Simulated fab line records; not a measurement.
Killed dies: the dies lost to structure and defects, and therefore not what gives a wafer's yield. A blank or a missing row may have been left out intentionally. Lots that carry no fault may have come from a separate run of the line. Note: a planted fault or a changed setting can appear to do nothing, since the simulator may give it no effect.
The tool behind it: which one? | flow n5 finfet | Sampling: 24 lots, 72 wafers, 4 of 1938 route steps

## WHAT THE GAUGES READ, wafer by wafer
N5_BEOL_M13_INSPECT_55: inspects for defects (darkfield). Usual: 69 for raw defect count, sd 23.
lot  | measured     | on                | raw defect count | flag
L074 | day 10 13:02 | defect inspect-02 | 86 102 122       |
L075 | day 11 07:34 | defect inspect-02 | 69 52 48         |
L077 | day 11 09:17 | defect inspect-02 | 59 43 41         |
L078 | day 11 09:47 | defect inspect-02 | 53 79 40         |
L076 | day 11 10:11 | defect inspect-02 | 79 108 69        |
L079 | day 12 02:04 | defect inspect-02 | 121 72 105       |
L080 | day 12 11:49 | defect inspect-02 | 50 69 50         |
L082 | day 12 12:59 | defect inspect-01 | 80 70 57         |
L081 | day 12 18:44 | defect inspect-02 | 50 37 73         |
L083 | day 12 22:49 | defect inspect-01 | 68 56 73         |
L085 | day 13 15:02 | defect inspect-02 | 55 43 58         |
L084 | day 13 17:55 | defect inspect-01 | 66 61 49         |
L087 | day 13 23:11 | defect inspect-02 | 78 94 56         |
L086 | day 14 11:23 | defect inspect-01 | 101 104 94       |
L089 | day 14 11:37 | defect inspect-01 | 56 42 62         |
L090 | day 14 12:55 | defect inspect-01 | 63 88 64         |
L088 | day 14 13:14 | defect inspect-02 | 93 107 72        |
L091 | day 15 05:07 | defect inspect-01 | 69 79 68         |
L092 | day 15 08:35 | defect inspect-01 | 27 59 69         |
L094 | day 15 16:37 | defect inspect-02 | 78 60 52         |
L093 | day 15 22:10 | defect inspect-01 | 54 61 57         |
L095 | day 16 02:21 | defect inspect-02 | 35 47 38         |
L096 | day 16 03:26 | defect inspect-02 | 73 95 56         |
L097 | day 16 23:04 | defect inspect-02 | 73 97 149        |

N5_BEOL_M14_THK_MEAS_01. Usual: M14_ILD_THK gives 1121 nm (standard deviation 15).
lot  | measured     | on            | M14_ILD_THK (nm) | flag
L074 | day 10 13:20 | film metro-02 | 1137 1136 1128   |
L075 | day 11 07:48 | film metro-02 | 1109 1114 1128   |
L077 | day 11 09:31 | film metro-02 | 1129 1136 1140   |
L078 | day 11 10:00 | film metro-01 | 1095 1125 1134   |
L076 | day 11 10:25 | film metro-02 | 1114 1144 1139   |
L079 | day 12 02:17 | film metro-01 | 1140 1125 1150   |
L080 | day 12 12:08 | film metro-02 | 1102 1094 1124   |
L082 | day 12 13:13 | film metro-02 | 1113 1107 1125   |
L081 | day 12 18:57 | film metro-02 | 1104 1111 1116   |
L083 | day 12 23:03 | film metro-01 | 1119 1114 1141   |
L085 | day 13 15:15 | film metro-02 | 1101 1114 1113   |
L084 | day 13 18:08 | film metro-02 | 1119 1113 1131   |
L087 | day 13 23:24 | film metro-02 | 1099 1118 1128   |
L086 | day 14 11:37 | film metro-01 | 1119 1128 1132   |
L089 | day 14 11:51 | film metro-01 | 1146 1124 1136   |
L090 | day 14 13:08 | film metro-02 | 1109 1111 1128   |
L088 | day 14 13:28 | film metro-01 | 1122 1138 1158   |
L091 | day 15 05:21 | film metro-01 | 1113 1133 1123   |
L092 | day 15 08:49 | film metro-02 | 1118 1135 1117   |
L094 | day 15 16:50 | film metro-02 | 1106 1123 1127   |
L093 | day 15 22:23 | film metro-02 | 1103 1115 1118   |
L095 | day 16 02:35 | film metro-01 | 1093 1106 1115   |
L096 | day 16 03:40 | film metro-01 | 1105 1110 1122   |
L097 | day 16 23:17 | film metro-02 | 1119 1122 1153   |

N5_BEOL_M14_OVL_MEAS_29. Usual: M14_OVL gives 3 nm (standard deviation 5.1).
lot  | measured     | on         | M14_OVL (nm) | flag
L074 | day 10 15:05 | overlay-02 | 1 3 3        |
L075 | day 11 09:07 | overlay-02 | 8 6 3        |
L077 | day 11 10:41 | overlay-02 | 8 6 14       |
L078 | day 11 11:19 | overlay-02 | 2 3 -3       |
L076 | day 11 11:52 | overlay-02 | 7 -2 1       |
L079 | day 12 03:28 | overlay-01 | 7 8 2        |
L080 | day 12 14:39 | overlay-02 | 15 7 3       |
L082 | day 12 14:49 | overlay-01 | 6 7 12       |
L081 | day 12 20:16 | overlay-02 | 0 -1 1       |
L083 | day 13 00:29 | overlay-02 | 0 1 2        |
L085 | day 13 16:38 | overlay-01 | -3 0 2       |
L084 | day 13 20:05 | overlay-01 | -1 -4 5      |
L087 | day 14 00:50 | overlay-02 | 5 4 3        |
L086 | day 14 12:57 | overlay-01 | 6 7 6        |
L089 | day 14 13:10 | overlay-01 | 2 -1 -8      |
L090 | day 14 15:05 | overlay-01 | 4 7 11       |
L088 | day 14 15:26 | overlay-02 | -7 -3 2      |
L091 | day 15 06:32 | overlay-01 | 1 4 8        |
L092 | day 15 10:10 | overlay-02 | -3 3 4       |
L094 | day 15 18:01 | overlay-01 | 3 4 -4       |
L093 | day 15 23:41 | overlay-01 | -5 -4 -9     |
L095 | day 16 03:53 | overlay-01 | -10 -4 -4    |
L096 | day 16 05:05 | overlay-01 | 5 6 4        |
L097 | day 17 00:38 | overlay-01 | 9 1 -1       |

N5_BEOL_M15_INSPECT_30: inspects for defects (macro). Usual: 1.9 for raw defect count, sd 1.4.
lot  | measured     | on                | raw defect count | flag
L074 | day 10 20:49 | defect inspect-01 | 4 2 0            |
L075 | day 11 16:26 | defect inspect-01 | 4 4 5            |
L077 | day 11 16:55 | defect inspect-01 | 1 4 2            |
L078 | day 11 16:40 | defect inspect-01 | 2 1 0            |
L076 | day 11 17:16 | defect inspect-01 | 0 0 2            |
L079 | day 12 08:31 | defect inspect-02 | 2 2 0            |
L080 | day 12 22:23 | defect inspect-01 | 1 2 1            |
L082 | day 12 22:34 | defect inspect-01 | 1 3 1            |
L081 | day 13 02:30 | defect inspect-02 | 1 0 0            |
L083 | day 13 06:14 | defect inspect-01 | 0 4 2            |
L085 | day 13 22:41 | defect inspect-01 | 2 1 1            |
L084 | day 14 00:55 | defect inspect-02 | 5 0 4            |
L087 | day 14 06:25 | defect inspect-01 | 3 0 5            |
L086 | day 14 20:10 | defect inspect-02 | 2 1 2            |
L089 | day 14 21:41 | defect inspect-01 | 2 0 3            |
L090 | day 14 21:44 | defect inspect-02 | 5 2 1            |
L088 | day 14 23:31 | defect inspect-02 | 5 2 1            |
L091 | day 15 13:13 | defect inspect-02 | 0 1 2            |
L092 | day 15 19:07 | defect inspect-02 | 1 2 1            |
L094 | day 15 23:35 | defect inspect-02 | 4 1 0            |
L093 | day 16 06:05 | defect inspect-01 | 2 1 3            |
L095 | day 16 12:25 | defect inspect-02 | 3 0 3            |
L096 | day 16 13:26 | defect inspect-01 | 0 2 1            |
L097 | day 17 07:22 | defect inspect-01 | 1 2 2            |

## WHAT TOOL EACH LOT RAN ON (gives the tool, then ch and the chambers of the sampled wafers, and finally the start)
There is no process step in the record ahead of these readings.

## WHAT THE TOOLS THEMSELVES READ (means of the sampled wafers that have a number; where no wafer has one, the mark that the record gives instead)
The record holds no such reading with a usual standard deviation.

## THE ANSWER, worked out from the rows above alone
Rule: a lot is off if the mean of its wafers that have a number lies more than 3 standard deviations from the usual mean. Also off: a lot with no number at a reading for which 4 or more lots have one. All remaining lots with rows at the step are treated as sound. Order of review: gauges by route order, followed by the tools' own readings, for which a lot's mean as printed above is used. At the first step where some lot is off, the reading lying furthest off is the one used; lots without a number count as furthest.
Nothing can be told from this: no lot is off at any reading shown.

## WHAT WAS PUT IN BY THE SIMULATOR
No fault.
